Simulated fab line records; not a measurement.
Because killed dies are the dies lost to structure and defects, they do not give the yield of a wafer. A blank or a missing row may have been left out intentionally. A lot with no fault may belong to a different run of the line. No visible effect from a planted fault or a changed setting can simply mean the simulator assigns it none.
The same fault as seen by 2 desks :: flow nand-harc :: each desk has only its own numbers; what lay behind them comes last

## AT THE METROLOGY DESK
What the gauges read for every lot (on any tool): the sampled wafers with a number, averaged. If a lot's mean is further than 4 standard deviations from the usual mean, the lot is out of limits and carries the mark OUT (the distance appears in the brackets).
Columns: A = cd-nm at NHARC_A_CONTACT_CD_MEAS_69, usual 300.1 nm; B = overlay-x-nm at NHARC_A_CONTACT_OVL_MEAS_70, usual 0.0 nm; C = overlay-y-nm at NHARC_A_CONTACT_OVL_MEAS_70, usual 0.0 nm; D = cd-nm at NHARC_A_CONTACT_CD_MEAS_80, usual 289.6 nm
lot: L987
first seen here: day 24 12:18
A: 299.7
B: -0.4
C: 0.2
D: 288.9

lot: L989
first seen here: day 25 12:46
A: 299.9
B: -0.3
C: -1.0
D: 290.5

lot: L994
first seen here: day 27 15:43
A: 300.1
B: 0.6
C: -0.8
D: 289.2

lot: L997
first seen here: day 28 07:26
A: 300.4
B: -1.0
C: -0.0
D: 288.2

lot: L103
first seen here: day 30 20:59
A: 300.2
B: 0.9
C: -0.5
D: 288.9

lot: L104
first seen here: day 31 09:44
A: 300.3
B: 0.0
C: -0.5
D: 289.9
Result from this desk: across the 6 lots, nothing is out of limits.

## THE DEFECT DESK
For each lot, the counts of the inspections along the route, averaged over the sampled wafers that have a number. If a lot's mean is further than 4 standard deviations from the usual mean, the lot is out of limits and carries the mark OUT (the distance appears in the brackets).
Columns: A = raw-defect-count at NHARC_A_CONTACT_INSPECT_71, usual 79
lot: L987
first seen here: day 24 12:25
A: 85

lot: L989
first seen here: day 25 12:53
A: 36

lot: L994
first seen here: day 27 15:50
A: 91

lot: L997
first seen here: day 28 07:34
A: 109

lot: L103
first seen here: day 30 21:06
A: 67

lot: L104
first seen here: day 31 09:51
A: 55
Result from this desk: across the 6 lots, nothing is out of limits.

## BROUGHT TOGETHER
Metrology desk: nothing out of limits seen.
The defect desk saw nothing out of limits.

## WHAT THE SIMULATOR HAD PUT IN
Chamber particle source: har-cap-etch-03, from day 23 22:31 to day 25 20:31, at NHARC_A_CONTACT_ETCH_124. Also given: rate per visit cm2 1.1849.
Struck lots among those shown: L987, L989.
